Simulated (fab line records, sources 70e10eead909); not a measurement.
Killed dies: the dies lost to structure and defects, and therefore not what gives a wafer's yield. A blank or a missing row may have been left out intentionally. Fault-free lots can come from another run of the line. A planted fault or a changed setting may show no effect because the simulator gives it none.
fab line records	flow nand_harc
[record] lots = 24	wafers = 72	last_day = 33
route steps=1302 shown P_M0@265 P_M1@315 P_M2@344 P_BONDPAD@352
lots that met no fault: from a run of the same line without faults
start_h: start of the lot's first displayed wafer, in hours after the record's first day	wait_h: hours elapsed since this lot's preceding step	" unchanged from the row above	L1.1+2: several wafers, shown together as one row	- no value present, or no start provided	* or withheld: withheld	< > ~ a bound
route shown NAME@n: a module of which the file shows steps, and the number in the route of the first	usual: mean and standard deviation over wafers with no fault	same: alike in all rows	chamber/n: place in a boat	sites: the reading at each site	_std_site: their standard deviation	_edge_site: mean of outer sites minus mean of inner sites	radius_mm: how far each site lies from the wafer's centre	mask NAME#n: copy n	behind: the tool/chamber that last shaped the wafer	hold: the reason the lot was held/the length of the hold in hours/how it ended	device: transistor that didn't switch, given as n, p or np	end of line: the tests these same wafers got at the end of their route	a step given without rows: its recipe and nothing more	killed: the dies lost at the first sort to structure and to defects; this is not the yield of the wafer	map: a wafer's dies, x killed, . not, _ none there
set.NAME: the run value of the setting; set.NAME@STEP: its run value at that earlier step	model.NAME: the simulator's own value behind a step, which no gauge read
route steps across a sampled set of lots; one table per step, one row per wafer
services: from which hour (start_h, from the record's first day; less than 0 if before it) a tool's chamber was out of use, for how many hours, and why
[[steps]]
[step NHARC_P_M0_INSPECT_11]
[usual] raw_defect_count = 4.5/2.4
lot.wafer	tool	chamber	start_h	wait_h	raw_defect_count
L075.1	defect_inspect-02	-	125.52	0.0	8
L075.2	"	-	"	"	2
L075.6	"	-	"	"	6
L074.1	defect_inspect-02	-	126.24	0.0	4
L074.2	"	-	"	"	2
L074.5	"	-	"	"	5
L076.1	defect_inspect-02	-	142.14	0.0	3
L076.2	"	-	"	"	4
L076.3	"	-	"	"	6
L077.1	defect_inspect-02	-	149.21	0.0	6
L077.2	"	-	"	"	6
L077.6	"	-	"	"	4
L078.2	defect_inspect-01	-	157.95	0.0	6
L078.3	"	-	"	"	13
L078.6	"	-	"	"	8
L079.2	defect_inspect-01	-	171.28	0.0	8
L079.4	"	-	"	"	4
L079.5	"	-	"	"	3
L080.1	defect_inspect-02	-	176.19	0.0	3
L080.2	"	-	"	"	8
L080.3	"	-	"	"	3
L081.2	defect_inspect-02	-	188.31	0.0	7
L081.3	"	-	"	"	6
L081.4	"	-	"	"	1
L082.1	defect_inspect-01	-	201.88	0.0	5
L082.2	"	-	"	"	5
L082.5	"	-	"	"	5
L083.3	defect_inspect-01	-	208.34	0.0	5
L083.4	"	-	"	"	2
L083.6	"	-	"	"	2
L084.4	defect_inspect-01	-	222.43	0.0	5
L084.5	"	-	"	"	5
L084.6	"	-	"	"	4
L085.2	defect_inspect-01	-	230.38	0.0	4
L085.5	"	-	"	"	6
L085.6	"	-	"	"	10
L087.1	defect_inspect-01	-	250.44	0.0	7
L087.4	"	-	"	"	1
L087.6	"	-	"	"	2
L086.3	defect_inspect-01	-	251.49	0.0	5
L086.4	"	-	"	"	2
L086.5	"	-	"	"	3
L088.3	defect_inspect-02	-	264.74	0.0	2
L088.5	"	-	"	"	5
L088.6	"	-	"	"	4
L089.2	defect_inspect-01	-	265.36	0.0	1
L089.5	"	-	"	"	4
L089.6	"	-	"	"	1
L090.1	defect_inspect-02	-	280.42	0.0	3
L090.2	"	-	"	"	2
L090.4	"	-	"	"	6
L091.1	defect_inspect-01	-	287.80	0.0	3
L091.3	"	-	"	"	4
L091.4	"	-	"	"	4
L092.1	defect_inspect-02	-	298.14	0.0	8
L092.4	"	-	"	"	7
L092.5	"	-	"	"	4
L093.1	defect_inspect-02	-	307.89	0.0	4
L093.2	"	-	"	"	10
L093.4	"	-	"	"	9
L094.3	defect_inspect-01	-	323.33	0.0	1
L094.4	"	-	"	"	3
L094.6	"	-	"	"	6
L095.1	defect_inspect-01	-	327.22	0.0	7
L095.2	"	-	"	"	4
L095.4	"	-	"	"	5
L096.2	defect_inspect-01	-	341.93	0.0	5
L096.3	"	-	"	"	2
L096.6	"	-	"	"	3
L097.2	defect_inspect-01	-	349.21	0.0	2
L097.3	"	-	"	"	5
L097.4	"	-	"	"	3
[step NHARC_P_M1_INSPECT_27]
[usual] raw_defect_count = 290/130
lot.wafer	tool	chamber	start_h	wait_h	raw_defect_count
L075.1	defect_inspect-01	-	132.21	0.0	196
L075.2	"	-	"	"	142
L075.6	"	-	"	"	181
L074.1	defect_inspect-01	-	133.08	0.0	617
L074.2	"	-	"	"	660
L074.5	"	-	"	"	624
L076.1	defect_inspect-02	-	148.88	0.0	218
L076.2	"	-	"	"	130
L076.3	"	-	"	"	115
L077.1	defect_inspect-02	-	156.52	0.0	379
L077.2	"	-	"	"	336
L077.6	"	-	"	"	218
L078.2	defect_inspect-01	-	164.57	0.0	215
L078.3	"	-	"	"	242
L078.6	"	-	"	"	189
L079.2	defect_inspect-01	-	178.00	0.0	188
L079.4	"	-	"	"	215
L079.5	"	-	"	"	205
L080.1	defect_inspect-01	-	182.94	0.0	465
L080.2	"	-	"	"	292
L080.3	"	-	"	"	444
L081.2	defect_inspect-02	-	195.06	0.0	600
L081.3	"	-	"	"	192
L081.4	"	-	"	"	354
L082.1	defect_inspect-01	-	208.59	0.0	144
L082.2	"	-	"	"	117
L082.5	"	-	"	"	190
L083.3	defect_inspect-01	-	214.92	0.0	190
L083.4	"	-	"	"	232
L083.6	"	-	"	"	196
L084.4	defect_inspect-02	-	229.18	0.0	203
L084.5	"	-	"	"	164
L084.6	"	-	"	"	245
L085.2	defect_inspect-02	-	237.16	0.0	300
L085.5	"	-	"	"	238
L085.6	"	-	"	"	219
L087.1	defect_inspect-01	-	257.19	0.0	309
L087.4	"	-	"	"	233
L087.6	"	-	"	"	164
L086.3	defect_inspect-01	-	258.18	0.0	361
L086.4	"	-	"	"	139
L086.5	"	-	"	"	587
L088.3	defect_inspect-01	-	271.48	0.0	269
L088.5	"	-	"	"	247
L088.6	"	-	"	"	260
L089.2	defect_inspect-02	-	272.13	0.0	215
L089.5	"	-	"	"	219
L089.6	"	-	"	"	265
L090.1	defect_inspect-02	-	287.30	0.0	255
L090.2	"	-	"	"	411
L090.4	"	-	"	"	295
L091.1	defect_inspect-02	-	297.68	0.0	340
L091.3	"	-	"	"	163
L091.4	"	-	"	"	307
L092.1	defect_inspect-02	-	304.83	0.0	307
L092.4	"	-	"	"	347
L092.5	"	-	"	"	180
L093.1	defect_inspect-02	-	314.53	0.0	563
L093.2	"	-	"	"	549
L093.4	"	-	"	"	453
L094.3	defect_inspect-01	-	330.22	0.0	387
L094.4	"	-	"	"	174
L094.6	"	-	"	"	367
L095.1	defect_inspect-01	-	334.00	0.0	611
L095.2	"	-	"	"	561
L095.4	"	-	"	"	489
L096.2	defect_inspect-01	-	348.73	0.0	288
L096.3	"	-	"	"	309
L096.6	"	-	"	"	283
L097.2	defect_inspect-01	-	355.96	0.0	315
L097.3	"	-	"	"	317
L097.4	"	-	"	"	294
[step NHARC_P_M2_CMP_23]
[recipe] t_overpolish_s = 20	target_thk_nm = 144.3
[usual] motor_current_A = 11.6/1.8	retaining_ring_pressure_frac = 1.001/0.0052	slurry_filter_dp_kPa = 13.52/0.13	time_to_endpoint_s = 28.1/2.2
lot.wafer	tool	chamber	start_h	wait_h	motor_current_A	retaining_ring_pressure_frac	slurry_filter_dp_kPa	time_to_endpoint_s
L075.2	cmp-03	1	135.90	-	12.0	1.009	13.56	25.7
L075.1	"	2	"	"	9.4	1.004	13.83	24.0
L075.6	"	2	"	"	9.5	1.001	13.61	24.8
L074.1	cmp-03	0	136.76	-	15.1	0.993	13.65	27.9
L074.2	"	2	"	"	9.6	1.001	13.44	25.4
L074.5	"	1	"	"	12.1	1.005	13.32	27.0
L076.3	cmp-01	3	152.78	-	12.8	1.002	13.57	30.7
L076.2	"	0	"	"	12.6	1.002	13.62	28.9
L076.1	"	2	"	"	13.2	0.999	13.33	29.8
L077.2	cmp-03	0	160.26	-	15.4	1.001	13.79	28.6
L077.1	"	2	"	"	9.5	1.004	13.39	27.6
L077.6	"	3	"	"	13.2	0.993	13.36	28.8
L078.3	cmp-04	0	168.12	-	8.3	1.008	13.33	25.2
L078.2	"	3	"	"	12.6	1.001	13.65	26.5
L078.6	"	0	"	"	8.3	1.011	13.46	22.7
L079.2	cmp-01	1	181.74	-	10.5	1.005	13.40	28.5
L079.4	"	3	"	"	12.8	1.000	13.54	31.7
L079.5	"	1	"	"	10.0	1.004	13.57	28.1
L080.1	cmp-03	3	186.55	-	13.4	0.994	13.49	26.8
L080.2	"	0	"	"	15.6	1.003	13.29	27.7
L080.3	"	1	"	"	12.5	1.009	13.27	26.8
L081.3	cmp-01	2	198.75	-	12.4	1.003	13.54	29.9
L081.4	"	3	"	"	12.1	1.003	13.31	27.8
L081.2	"	0	"	"	12.3	0.998	13.36	29.2
L082.2	cmp-01	0	212.34	-	12.3	0.998	13.36	31.2
L082.1	"	1	"	"	10.3	1.007	13.45	27.1
L082.5	"	3	"	"	12.8	0.997	13.66	29.1
L083.3	cmp-03	3	218.63	-	12.9	1.000	13.63	29.1
L083.4	"	0	"	"	15.2	0.998	13.52	26.3
L083.6	"	2	"	"	9.6	1.000	13.72	28.1
L084.4	cmp-04	1	232.71	-	12.2	1.005	13.52	29.3
L084.6	"	1	"	"	11.8	1.001	13.22	28.4
L084.5	"	2	"	"	11.4	1.002	13.56	25.0
L085.2	cmp-04	0	240.90	-	8.3	0.998	13.61	23.3
L085.6	"	3	"	"	13.1	1.007	13.40	25.5
L085.5	"	0	"	"	8.9	1.004	13.44	26.4
L087.1	cmp-04	0	260.88	-	8.2	0.993	13.74	25.5
L087.4	"	1	"	"	12.0	1.002	13.48	31.2
L087.6	"	0	"	"	8.6	1.008	13.52	24.7
L086.4	cmp-04	0	261.87	-	7.9	0.996	13.57	24.6
L086.3	"	1	"	"	11.7	0.996	13.58	29.9
L086.5	"	0	"	"	8.2	0.998	13.36	25.2
L088.3	cmp-01	1	275.24	-	10.2	1.003	13.40	28.4
L088.6	"	2	"	"	12.2	1.007	13.59	28.7
L088.5	"	3	"	"	12.3	1.004	13.28	29.6
L089.2	cmp-01	3	276.27	-	12.4	1.002	13.59	30.5
L089.6	"	1	"	"	10.0	0.993	13.67	27.6
L089.5	"	2	"	"	13.5	1.006	13.27	27.3
L090.1	cmp-04	3	290.98	-	13.0	1.009	13.67	27.7
L090.4	"	0	"	"	8.6	1.005	13.57	27.7
L090.2	"	1	"	"	12.2	0.992	13.33	27.9
L091.4	cmp-01	0	301.37	-	12.4	1.000	13.69	32.7
L091.1	"	1	"	"	10.4	1.002	13.55	27.0
L091.3	"	3	"	"	12.2	0.996	13.77	29.3
L092.4	cmp-01	2	308.57	-	12.4	0.998	13.49	26.8
L092.1	"	3	"	"	12.1	1.001	13.59	26.5
L092.5	"	1	"	"	9.7	0.995	13.32	23.1
L093.2	cmp-04	2	318.28	-	11.3	1.001	13.50	29.2
L093.4	"	3	"	"	12.5	0.998	13.72	28.9
L093.1	"	0	"	"	8.3	0.987	13.60	27.5
L094.4	cmp-04	1	333.85	-	11.7	1.007	13.54	30.9
L094.3	"	2	"	"	11.2	1.004	13.33	28.4
L094.6	"	0	"	"	7.8	1.009	13.41	29.8
L095.4	cmp-01	1	337.77	-	10.1	1.006	13.75	23.2
L095.1	"	3	"	"	13.0	1.000	13.43	29.7
L095.2	"	0	"	"	12.7	0.995	13.64	30.9
L096.2	cmp-04	3	352.44	-	12.5	1.008	13.40	32.2
L096.3	"	1	"	"	11.5	0.998	13.65	32.5
L096.6	"	0	"	"	8.5	1.008	13.50	29.3
L097.4	cmp-04	2	359.63	-	11.3	0.996	13.50	27.9
L097.3	"	3	"	"	12.4	1.004	13.60	30.7
L097.2	"	0	"	"	7.9	1.002	13.50	24.7
[step NHARC_P_M2_PRE_CLEAN_32]
[recipe] time_s = 12	temp_c = 370	rf_power_w = 300	gas = NH3
[usual] heater_power_w = 650/69	rf_fwd_power_W = 292.5/0.98
lot.wafer	tool	chamber	start_h	wait_h	heater_power_w	rf_fwd_power_W	since_wet_clean_h
L075.2	pecvd-02	1	136.44	0.1	599	291.3	77
L075.1	"	2	"	"	550	290.6	77
L075.6	"	2	"	"	544	291.2	-
L074.2	pecvd-02	1	137.30	0.1	627	291.0	78
L074.1	"	2	"	"	469	291.0	78
L074.5	"	0	"	"	706	292.1	-
L076.2	pecvd-04	1	153.33	0.1	597	292.4	52
L076.3	"	2	"	"	618	292.5	52
L076.1	"	0	"	"	675	293.6	52
L077.2	pecvd-03	2	160.79	0.1	638	294.1	143
L077.1	"	0	"	"	595	293.5	144
L077.6	"	1	"	"	660	291.5	-
L078.2	pecvd-04	2	168.66	0.1	628	293.1	67
L078.3	"	0	"	"	763	291.2	67
L078.6	"	0	"	"	774	292.3	-
L079.2	pecvd-04	2	182.30	0.1	642	291.5	81
L079.5	"	0	"	"	782	290.3	-
L079.4	"	1	"	"	623	292.8	-
L080.2	pecvd-04	0	187.09	0.1	695	291.7	86
L080.3	"	1	"	"	652	292.7	86
L080.1	"	2	"	"	544	293.3	86
L081.2	pecvd-03	2	199.27	0.1	652	293.3	1
L081.3	"	0	"	"	601	291.9	1
L081.4	"	1	"	"	692	291.5	-
L082.2	pecvd-04	0	212.83	0.1	777	290.9	111
L082.1	"	2	"	"	600	292.9	111
L082.5	"	2	"	"	620	293.0	-
L083.3	pecvd-03	0	219.21	0.1	581	291.5	21
L083.4	"	2	"	"	645	293.2	-
L083.6	"	1	"	"	692	292.4	-
L084.6	pecvd-03	1	233.29	0.1	682	292.8	-
L084.4	"	2	"	"	704	292.6	-
L084.5	"	0	"	"	543	292.7	-
L085.2	pecvd-04	0	241.44	0.1	792	293.2	140
L085.5	"	1	"	"	685	291.3	-
L085.6	"	0	"	"	802	292.9	-
L087.1	pecvd-03	0	261.42	0.1	669	293.3	63
L087.6	"	0	"	"	660	292.2	-
L087.4	"	1	"	"	687	292.3	-
L086.3	pecvd-03	1	262.40	0.1	708	294.0	64
L086.4	"	2	"	"	699	290.8	-
L086.5	"	0	"	"	553	293.3	-
L088.3	pecvd-03	2	275.71	0.1	645	292.5	77
L088.5	"	0	"	"	655	293.2	-
L088.6	"	2	"	"	647	292.8	-
L089.2	pecvd-03	1	276.75	0.1	668	292.4	78
L089.6	"	1	"	"	656	292.8	-
L089.5	"	0	"	"	653	294.2	-
L090.1	pecvd-04	0	291.49	0.1	800	294.9	9
L090.2	"	2	"	"	637	291.9	9
L090.4	"	0	"	"	793	293.3	-
L091.1	pecvd-04	1	301.91	0.1	610	292.7	20
L091.3	"	2	"	"	553	291.1	20
L091.4	"	1	"	"	605	292.6	-
L092.1	pecvd-02	2	309.08	0.1	500	291.4	69
L092.4	"	0	"	"	686	293.6	-
L092.5	"	2	"	"	494	290.2	-
L093.1	pecvd-02	2	318.82	0.1	524	291.5	79
L093.2	"	0	"	"	736	292.9	79
L093.4	"	2	"	"	511	291.3	-
L094.3	pecvd-03	0	334.39	0.1	592	293.3	136
L094.6	"	2	"	"	593	292.3	-
L094.4	"	0	"	"	578	292.7	-
L095.1	pecvd-04	0	338.31	0.1	678	292.2	56
L095.2	"	2	"	"	633	292.1	56
L095.4	"	1	"	"	656	291.4	-
L096.2	pecvd-03	0	352.97	0.1	679	294.4	155
L096.3	"	2	"	"	691	292.0	155
L096.6	"	0	"	"	657	293.9	-
L097.3	pecvd-03	1	360.17	0.1	708	290.1	162
L097.2	"	0	"	"	537	294.4	162
L097.4	"	2	"	"	702	292.0	-
[step NHARC_P_BONDPAD_CMP_32]
[recipe] target_thk_nm = 200	material = SiCN
[usual] motor_current_A = 11.8/1.7	retaining_ring_pressure_frac = 1.000/0.0052	slurry_filter_dp_kPa = 13.52/0.14
lot.wafer	tool	chamber	start_h	wait_h	motor_current_A	retaining_ring_pressure_frac	slurry_filter_dp_kPa
L075.2	cmp-04	2	137.38	-	11.2	0.999	13.42
L075.1	"	3	"	"	12.8	0.996	13.60
L075.6	"	1	"	"	12.3	1.000	13.78
L074.2	cmp-03	1	138.20	-	12.2	1.007	13.47
L074.1	"	3	"	"	13.0	0.996	13.40
L074.5	"	1	"	"	12.3	1.005	13.63
L076.1	cmp-04	3	154.23	-	12.2	1.002	13.63
L076.3	"	1	"	"	12.2	0.996	13.65
L076.2	"	2	"	"	11.6	0.999	13.68
L077.1	cmp-04	0	161.68	-	8.7	0.999	13.78
L077.2	"	2	"	"	11.8	0.999	13.38
L077.6	"	1	"	"	11.8	0.997	13.57
L078.3	cmp-04	3	169.61	-	12.3	1.004	13.54
L078.2	"	0	"	"	8.4	1.002	13.42
L078.6	"	1	"	"	11.8	1.008	13.39
L079.4	cmp-02	2	183.18	-	11.4	1.004	13.78
L079.2	"	0	"	"	12.0	0.996	13.41
L079.5	"	2	"	"	11.6	1.004	13.58
L080.3	cmp-02	1	187.97	-	11.6	1.004	13.51
L080.2	"	2	"	"	11.5	0.997	13.38
L080.1	"	3	"	"	14.3	1.009	13.61
L081.4	cmp-03	1	200.14	-	11.9	1.006	13.22
L081.2	"	3	"	"	13.0	1.010	13.57
L081.3	"	0	"	"	15.1	1.010	13.31
L082.2	cmp-04	2	213.76	-	11.5	1.004	13.45
L082.1	"	0	"	"	8.7	0.992	13.40
L082.5	"	2	"	"	11.2	1.006	13.65
L083.3	cmp-03	1	220.10	-	12.5	1.003	13.65
L083.4	"	0	"	"	15.5	1.002	13.42
L083.6	"	1	"	"	12.4	1.006	13.55
L084.4	cmp-04	0	234.16	-	8.7	0.999	13.54
L084.6	"	3	"	"	12.5	1.000	13.70
L084.5	"	0	"	"	8.5	1.003	13.67
L085.2	cmp-02	2	242.36	-	11.9	0.988	13.74
L085.5	"	0	"	"	11.6	1.006	13.52
L085.6	"	1	"	"	12.0	1.007	13.50
L087.4	cmp-02	3	262.30	-	13.9	1.008	13.48
L087.1	"	0	"	"	11.6	0.993	13.69
L087.6	"	0	"	"	11.1	0.999	13.71
L086.3	cmp-02	2	263.32	-	11.2	1.007	13.38
L086.4	"	3	"	"	14.2	0.997	13.49
L086.5	"	0	"	"	11.1	1.001	13.53
L088.3	cmp-02	2	276.62	-	11.4	0.995	13.45
L088.6	"	0	"	"	12.5	0.995	13.69
L088.5	"	1	"	"	11.6	0.992	13.59
L089.2	cmp-03	2	277.72	-	9.5	0.999	13.34
L089.5	"	3	"	"	13.5	0.999	13.69
L089.6	"	0	"	"	15.0	1.000	13.63
L090.4	cmp-02	2	292.53	0.3	12.3	0.999	13.51
L090.1	"	3	"	"	13.7	1.001	13.60
L090.2	"	1	"	"	12.3	0.994	13.45
L091.4	cmp-03	2	302.79	-	9.3	1.006	13.43
L091.3	"	3	"	"	13.2	0.998	13.45
L091.1	"	1	"	"	12.1	1.006	13.73
L092.4	cmp-02	1	309.95	-	12.1	1.001	13.50
L092.1	"	2	"	"	11.5	0.995	13.45
L092.5	"	2	"	"	11.2	1.004	13.53
L093.2	cmp-03	2	319.72	-	10.0	1.008	13.62
L093.1	"	3	"	"	13.4	1.008	13.62
L093.4	"	0	"	"	14.6	0.991	13.60
L094.3	cmp-02	2	335.31	-	11.8	1.001	13.25
L094.4	"	3	"	"	13.8	0.999	13.61
L094.6	"	0	"	"	12.3	1.008	13.51
L095.4	cmp-04	3	339.21	-	12.5	1.008	13.73
L095.1	"	0	"	"	8.3	0.997	13.53
L095.2	"	1	"	"	11.6	0.998	13.36
L096.3	cmp-04	3	353.85	-	12.9	1.007	13.65
L096.2	"	2	"	"	11.1	0.999	13.63
L096.6	"	0	"	"	8.4	0.996	13.34
L097.2	cmp-04	2	361.05	-	11.3	1.007	13.62
L097.3	"	3	"	"	12.4	0.990	13.35
L097.4	"	1	"	"	11.9	1.001	13.49
[step NHARC_P_BONDPAD_ETCH_24]
[recipe] target_depth_a = 300	over_etch_frac = 0.3	time_s = 72.99	ion_energy_ev = 150	cf4_flow_sccm = 50	n2_flow_sccm = 100	ar_flow_sccm = 150	rf_w = 300	bias_w = 100	chemistry = CF4/N2
[usual] cf4_flow_sccm = 50.00/0.14	drypump_motor_current_A = 5.8/0.5	oes_product_au = 1.002/0.012	rf_fwd_power_W = 297.6/1.1	rf_vpp_V = 313.7/2.2	showerhead_plenum_p_Torr = 2.60/0.12	throttle_valve_pct = 19.794/0.0086
lot.wafer	tool	chamber	start_h	wait_h	cf4_flow_sccm	drypump_motor_current_A	oes_product_au	rf_fwd_power_W	rf_hours_counter_h	rf_vpp_V	showerhead_plenum_p_Torr	throttle_valve_pct
L075.1	rie_diel-08	0	-	-	50.01	5.1	0.990	298.0	7.5	312.4	2.56	19.792
L075.2	"	2	"	"	50.16	5.4	1.012	297.5	6.0	317.1	2.82	19.801
L075.6	"	1	"	"	50.10	5.6	1.033	297.5	-	311.8	2.52	19.793
L074.1	rie_diel-13	1	-	-	50.17	6.3	0.985	298.8	3.6	312.8	2.53	19.806
L074.2	"	2	"	"	50.04	6.1	1.006	298.4	3.7	314.9	2.65	19.788
L074.5	"	1	"	"	49.95	6.4	0.984	298.5	-	311.3	2.53	19.791
L076.2	rie_diel-13	2	-	-	49.79	6.1	1.001	298.2	4.0	315.5	2.65	19.792
L076.1	"	3	"	"	49.77	6.5	0.978	296.7	3.9	310.7	2.46	19.788
L076.3	"	0	"	"	49.93	5.8	0.999	297.8	3.1	313.6	2.61	19.804
L077.1	rie_diel-07	3	163.29	0.1	49.89	6.2	1.011	297.6	2.2	315.5	2.78	19.803
L077.2	"	0	"	"	50.12	6.0	1.014	297.9	2.2	311.1	2.45	19.797
L077.6	"	1	"	"	50.07	4.8	1.015	296.5	-	311.6	2.48	19.795
L078.2	rie_diel-07	3	-	-	49.97	6.1	1.017	296.9	2.5	316.4	2.78	19.785
L078.3	"	0	"	"	49.93	6.0	1.014	296.8	2.4	312.1	2.45	19.799
L078.6	"	0	"	"	49.99	6.0	1.007	297.1	-	310.3	2.45	19.785
L079.4	rie_diel-08	2	-	-	50.09	5.4	1.010	295.9	9.2	316.7	2.82	19.803
L079.2	"	3	"	"	50.17	5.8	0.980	299.3	9.9	314.7	2.69	19.792
L079.5	"	0	"	"	50.18	5.1	0.992	299.6	-	313.5	2.56	19.792
L080.2	rie_diel-13	3	-	-	50.02	6.4	0.978	295.9	0.7	310.8	2.46	19.802
L080.3	"	0	"	"	49.90	5.8	1.008	297.6	0.6	315.1	2.61	19.794
L080.1	"	1	"	"	50.10	6.3	0.991	298.3	0.6	312.2	2.53	19.788
L081.3	rie_diel-07	1	-	-	49.97	4.8	1.008	298.2	3.2	311.7	2.48	19.797
L081.2	"	3	"	"	49.98	6.1	1.004	296.1	3.2	316.7	2.78	19.810
L081.4	"	0	"	"	50.06	6.0	1.000	296.2	3.2	312.8	2.45	19.788
L082.2	rie_diel-08	0	215.45	0.2	49.76	5.1	1.005	297.7	1.3	312.4	2.56	19.797
L082.1	"	3	"	"	49.98	5.8	0.993	297.4	1.2	316.2	2.69	19.789
L082.5	"	0	"	"	50.06	5.1	0.998	297.4	-	312.8	2.56	19.780
L083.4	rie_diel-08	2	-	-	50.15	5.4	1.008	295.7	0.1	316.5	2.82	19.782
L083.3	"	0	"	"	49.98	5.1	1.006	297.4	1.5	313.0	2.56	19.789
L083.6	"	1	"	"	49.72	5.5	1.000	298.3	-	310.8	2.52	19.813
L084.4	rie_diel-08	1	-	-	49.99	5.5	0.997	297.7	0.9	311.8	2.52	19.796
L084.5	"	2	"	"	49.92	5.5	1.003	296.3	-	318.0	2.82	19.792
L084.6	"	3	"	"	49.82	5.8	0.995	297.9	-	315.6	2.69	19.797
L085.2	rie_diel-08	3	-	-	49.95	5.8	1.003	298.5	2.8	314.4	2.69	19.802
L085.5	"	1	"	"	50.03	5.5	1.001	297.1	-	312.2	2.52	19.800
L085.6	"	2	"	"	50.13	5.4	1.014	296.7	-	316.6	2.82	19.800
L087.4	rie_diel-07	0	-	-	50.05	6.0	1.014	297.0	7.5	311.7	2.45	19.797
L087.1	"	1	"	"	50.10	4.8	1.003	297.6	7.0	310.7	2.48	19.794
L087.6	"	1	"	"	50.12	4.8	1.007	297.5	-	312.0	2.48	19.782
L086.3	rie_diel-08	3	-	-	49.90	5.8	0.990	299.7	3.9	317.0	2.69	19.790
L086.4	"	0	"	"	50.12	5.1	1.022	297.3	3.9	313.5	2.56	19.801
L086.5	"	3	"	"	50.03	5.8	0.999	298.7	-	315.7	2.69	19.785
L088.3	rie_diel-13	2	-	-	50.00	6.1	0.994	298.6	2.6	314.1	2.65	19.806
L088.6	"	2	"	"	49.98	6.1	0.999	297.3	-	316.1	2.65	19.798
L088.5	"	3	"	"	50.08	6.5	0.974	295.9	-	311.8	2.46	19.785
L089.2	rie_diel-08	1	279.26	0.2	50.16	5.6	0.978	298.6	3.1	310.9	2.51	19.803
L089.6	"	3	"	"	49.95	5.8	0.990	297.9	-	313.5	2.68	19.810
L089.5	"	0	"	"	49.92	5.1	1.015	298.4	-	312.7	2.55	19.794
L090.4	rie_diel-07	1	-	-	49.90	4.8	1.009	297.2	8.5	312.3	2.48	19.785
L090.2	"	2	"	"	50.10	6.2	1.009	298.2	4.8	315.8	2.79	19.785
L090.1	"	0	"	"	49.92	6.0	1.004	298.5	8.8	311.4	2.45	19.789
L091.3	rie_diel-13	3	-	-	50.06	6.4	0.989	295.3	3.2	310.5	2.46	19.787
L091.4	"	1	"	"	49.73	6.3	1.001	299.5	3.6	313.6	2.53	19.780
L091.1	"	2	"	"	49.93	6.1	1.012	297.4	3.2	314.2	2.65	19.793
L092.4	rie_diel-07	3	-	-	49.94	6.1	1.002	295.7	0.4	316.8	2.78	19.786
L092.1	"	2	"	"	50.00	6.2	1.006	298.4	0.4	317.3	2.79	19.817
L092.5	"	3	"	"	49.83	6.2	1.008	296.9	-	317.2	2.78	19.787
L093.1	rie_diel-13	1	-	-	50.16	6.4	0.988	299.3	4.0	312.4	2.53	19.788
L093.2	"	2	"	"	49.93	6.1	1.001	298.0	3.6	314.9	2.65	19.797
L093.4	"	0	"	"	50.42	5.7	1.005	297.8	4.1	312.1	2.61	19.783
L094.4	rie_diel-13	1	-	-	50.07	6.3	0.993	298.9	4.3	310.7	2.53	19.794
L094.3	"	2	"	"	49.79	6.1	1.002	296.8	3.8	314.4	2.65	19.787
L094.6	"	1	"	"	50.03	6.3	0.993	298.6	-	312.6	2.52	19.793
L095.2	rie_diel-07	0	-	-	50.18	6.0	1.006	297.3	1.4	312.7	2.45	19.795
L095.4	"	1	"	"	49.94	4.9	0.994	296.8	1.5	312.5	2.48	19.785
L095.1	"	3	"	"	50.11	6.1	1.011	297.2	1.6	317.7	2.78	19.779
L096.3	rie_diel-07	1	-	-	49.88	4.8	0.986	298.6	2.1	311.9	2.48	19.790
L096.2	"	0	"	"	49.82	6.0	1.013	296.7	2.4	311.5	2.45	19.776
L096.6	"	2	"	"	49.91	6.2	1.015	299.3	-	318.0	2.79	19.792
L097.2	rie_diel-08	0	-	-	49.67	5.1	1.027	297.7	10.1	310.8	2.55	19.797
L097.4	"	1	"	"	49.92	5.5	0.993	298.2	8.9	312.4	2.51	19.801
L097.3	"	3	"	"	50.02	5.8	0.998	297.9	10.1	315.9	2.68	19.791
[[services]]
tool	chamber	start_h	hours	kind
pecvd-04	-	122.86	0.8	repair
pecvd-03	-	123.93	1.8	repair
cmp-02	-	134.62	4.0	pm
cmp-04	-	139.70	6.9	repair
rie_diel-08	3	146.55	4.5	repair
cmp-02	-	151.64	5.5	repair
cmp-03	-	162.00	4.0	pm
pecvd-04	-	167.69	0.6	repair
pecvd-04	-	169.28	1.4	repair
rie_diel-08	2	175.52	6.6	repair
cmp-04	-	178.53	2.3	repair
pecvd-03	-	185.30	13.0	pm
cmp-04	-	185.45	3.8	repair
cmp-01	-	185.50	4.0	pm
rie_diel-08	-	190.80	9.0	pm
cmp-03	-	197.91	0.9	repair
cmp-04	-	209.19	4.0	pm
rie_diel-08	2	211.32	9.2	repair
pecvd-03	-	258.01	0.9	repair
cmp-03	-	260.08	4.0	pm
cmp-04	-	307.19	4.0	pm
pecvd-03	0	320.85	1.7	repair
cmp-03	-	337.91	0.4	repair
cmp-03	-	358.08	4.0	pm
[[key]]
fault none
